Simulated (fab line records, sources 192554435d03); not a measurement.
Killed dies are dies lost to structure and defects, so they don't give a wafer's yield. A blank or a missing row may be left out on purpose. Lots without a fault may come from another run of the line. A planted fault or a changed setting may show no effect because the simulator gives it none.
Split-lot experiment | flow n5_finfet | 7 lots, 21 wafers read, on a route of 1938 steps

THE SPLIT
At N5_BEOL_M9_EXPOSE_08 (exposes mask M9), the setting dose_mj was moved away from the recipe's 53.75 on 6 of the 21 wafers read, by -5.9% to +5.3%. The other wafers ran this setting at the recipe's value.

FROM THE SPLIT TO THE READING: what the file shows between them, 15 steps
- N5_BEOL_M9_PEB_09: peb time 60 s
- N5_BEOL_M9_DEVELOP_10: develop time 30 s
- N5_BEOL_M9_CD_MEAS_11: target cd 64.1 nm
- N5_BEOL_M9_DESCUM_16: chemistry O2, time 7.9 s
- N5_BEOL_M9_ETCH_61: etches SiARC in CF4, target depth 39 nm, time 65 s
- N5_BEOL_M9_ETCH_62: etches SOC in N2/H2, target depth 110 nm, overetch 22 nm, time 165 s
- N5_BEOL_M9_STRIP_68: strips in N2/H2
- N5_BEOL_M9_STRIP_67: strips in CF4
- N5_BEOL_M9_HM_OPEN_17: chemistry Cl2/BCl3, target TiN, target depth 20 nm, overetch 6 nm
- N5_BEOL_M9_STRIP_19: strips in O2
- N5_BEOL_M9_CD_MEAS_18: pitch 140 nm, target cd 70 nm
- N5_BEOL_M9_COAT_63: time 60 s, resist thk 60 nm
- N5_BEOL_M9_COAT_64: time 60 s, resist thk 12 nm
- N5_BEOL_M9_PRECLEAN_42: cleans in residue remover, time 60 s
- N5_BEOL_M9_SRD_43: time 30 s

THE READING
cd_nm, in nm, at N5_BEOL_M9_CD_MEAS_35 (target cd 70 nm, target cd y 40 nm). Fault-free wafers of this fab line usually give 69.8 nm, standard deviation 0.53 nm.

wafer  | tool, chamber at the split | dose_mj as run | against the recipe | cd_nm, nm | against lot-mates on the recipe
L074.1 | arfi_scanner-03, 0         | 53.75          | recipe             | 69.9      | -
L074.2 | arfi_scanner-03, 0         | 53.75          | recipe             | 70.1      | -
L074.3 | arfi_scanner-03, 0         | 53.75          | recipe             | 69.5      | -
L076.1 | arfi_scanner-02, 0         | 53.75          | recipe             | 69.7      | -
L076.2 | arfi_scanner-02, 0         | 53.75          | recipe             | 69.8      | -
L076.4 | arfi_scanner-02, 0         | 53.75          | recipe             | 70.0      | -
L078.2 | arfi_scanner-03, 0         | 53.75          | recipe             | 69.3      | -
L078.3 | arfi_scanner-03, 0         | 53.75          | recipe             | 69.5      | -
L078.6 | arfi_scanner-03, 0         | 50.58          | -5.9%              | 67.1      | -2.3
L082.1 | arfi_scanner-01, 0         | 56.6           | +5.3%              | 72.5      | +4.0
L082.3 | arfi_scanner-01, 0         | 53.75          | recipe             | 68.5      | -
L082.4 | arfi_scanner-01, 0         | 56.6           | +5.3%              | 73.0      | +4.5
L084.2 | arfi_scanner-03, 0         | 53.75          | recipe             | 69.5      | -
L084.3 | arfi_scanner-03, 0         | 51.24          | -4.7%              | 66.3      | -3.2
L084.5 | arfi_scanner-03, 0         | 51.24          | -4.7%              | 67.5      | -2.0
L087.3 | arfi_scanner-01, 0         | 53.75          | recipe             | 69.0      | -
L087.4 | arfi_scanner-01, 0         | 53.75          | recipe             | 69.3      | -
L087.5 | arfi_scanner-01, 0         | 51.81          | -3.6%              | 68.0      | -1.2
L095.2 | arfi_scanner-01, 0         | 53.75          | recipe             | 70.2      | -
L095.4 | arfi_scanner-01, 0         | 53.75          | recipe             | 70.3      | -
L095.5 | arfi_scanner-01, 0         | 53.75          | recipe             | 69.5      | -

THE FIT
A straight line over all 21 wafers: cd_nm changes by +0.54 nm for each +1% of dose_mj; r = +0.95; the points scatter about the line by 0.5 nm.
The same after taking each lot's own level away (the mean of its wafers on the recipe; 21 wafers): +0.602 nm for each +1%; r = +0.95; scatter 0.53 nm.
On that fit, the largest move of dose_mj shifts the reading by 3.6 nm.
The lots' own levels span 68.50 to 70.00 nm, that is 2.8 times the standard deviation above.
So the lot-to-lot level changes the slope: the two fits differ.
Check: with one of the wafers moved furthest among these (-5.9%) left out of the fit, the line predicts -3.68 nm for it against its lot-mates. It came out at -2.3 nm against them.

THE WHOLE CHAIN: every reading that the file lists as answering this split, in the file's order
step                  | what it does                                                         | reading                                                               | change (the file's fit)               | r (the file's)
N5_BEOL_M9_CD_MEAS_11 | target cd 64.1 nm                                                    | cd_nm                                                                 | +0.49 nm for each +1% of the setting  | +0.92
N5_BEOL_M9_ETCH_61    | etches SiARC in CF4, target depth 39 nm, time 65 s                   | BEOL_M9.cd_offset_nm (the simulator's own value, which no gauge read) | +0.532 nm for each +1% of the setting | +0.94
N5_BEOL_M9_ETCH_62    | etches SOC in N2/H2, target depth 110 nm, overetch 22 nm, time 165 s | BEOL_M9.cd_offset_nm (the simulator's own value, which no gauge read) | +0.545 nm for each +1% of the setting | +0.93
N5_BEOL_M9_CD_MEAS_18 | pitch 140 nm, target cd 70 nm                                        | cd_nm                                                                 | +0.529 nm for each +1% of the setting | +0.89
N5_BEOL_M9_CD_MEAS_35 | target cd 70 nm, target cd y 40 nm                                   | cd_nm                                                                 | +0.536 nm for each +1% of the setting | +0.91

THE FILE'S OWN FIT
cd_nm changes by +0.536 nm for each +1% of dose_mj, r = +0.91.
